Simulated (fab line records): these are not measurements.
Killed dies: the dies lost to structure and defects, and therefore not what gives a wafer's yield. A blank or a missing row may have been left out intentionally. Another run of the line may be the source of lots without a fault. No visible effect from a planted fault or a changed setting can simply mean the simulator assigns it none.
Matching of chambers ; flow n5-finfet ; N5_BEOL_M5_ETCH_68 on rie-diel-01: 4 sister chambers
The step etches SOC in N2/H2, target depth 80 nm, overetch 16 nm, time 120 s. 4 wafers are shown with their chamber, then 9 later ones without.

== WAFERS WITH THEIR CHAMBER ==
wafer;chamber;showerhead-plenum-p-Torr (Torr)
L080.2;1;2.61
L084.1;3;2.50
L084.2;0;2.64
L084.4;2;2.52

== WAFERS WITHOUT THEIR CHAMBER ==
wafer;showerhead-plenum-p-Torr (Torr)
L094.3;2.51
L094.4;2.51
L094.5;2.63
L089.3;2.63
L089.5;2.60
L089.6;2.63
L096.1;2.49
L096.4;2.59
L096.5;2.59

== WHICH CHAMBER EACH WENT THROUGH ==
wafer;from the rows above;in truth
L094.3;can't be placed: 3 or 2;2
L094.4;can't be placed: 3 or 2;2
L094.5;can't be placed: 0 or 1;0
L089.3;can't be placed: 0 or 1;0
L089.5;1;1
L089.6;can't be placed: 0 or 1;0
L096.1;can't be placed: 3 or 2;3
L096.4;1;1
L096.5;1;1
Correct placement for 3 of the 9. From these rows, 6 cannot be placed; in 6 the true chamber is one of the candidates. Wrongly placed: 0.
How it was worked out, from the rows above alone: a wafer's distance from a chamber is the root of the sum, over the readings, of the square of ((its reading less the chamber's mean) divided by the reading's scatter). If the next closest chamber is less than 2 further off than the closest, the wafer can't be placed; otherwise it belongs to the closest. The mean given for a chamber averages the wafers shown for that chamber. The scatter (one wafer shown for each chamber): square how far every hidden wafer sits from the nearest shown wafer, average those squares and take the square root.
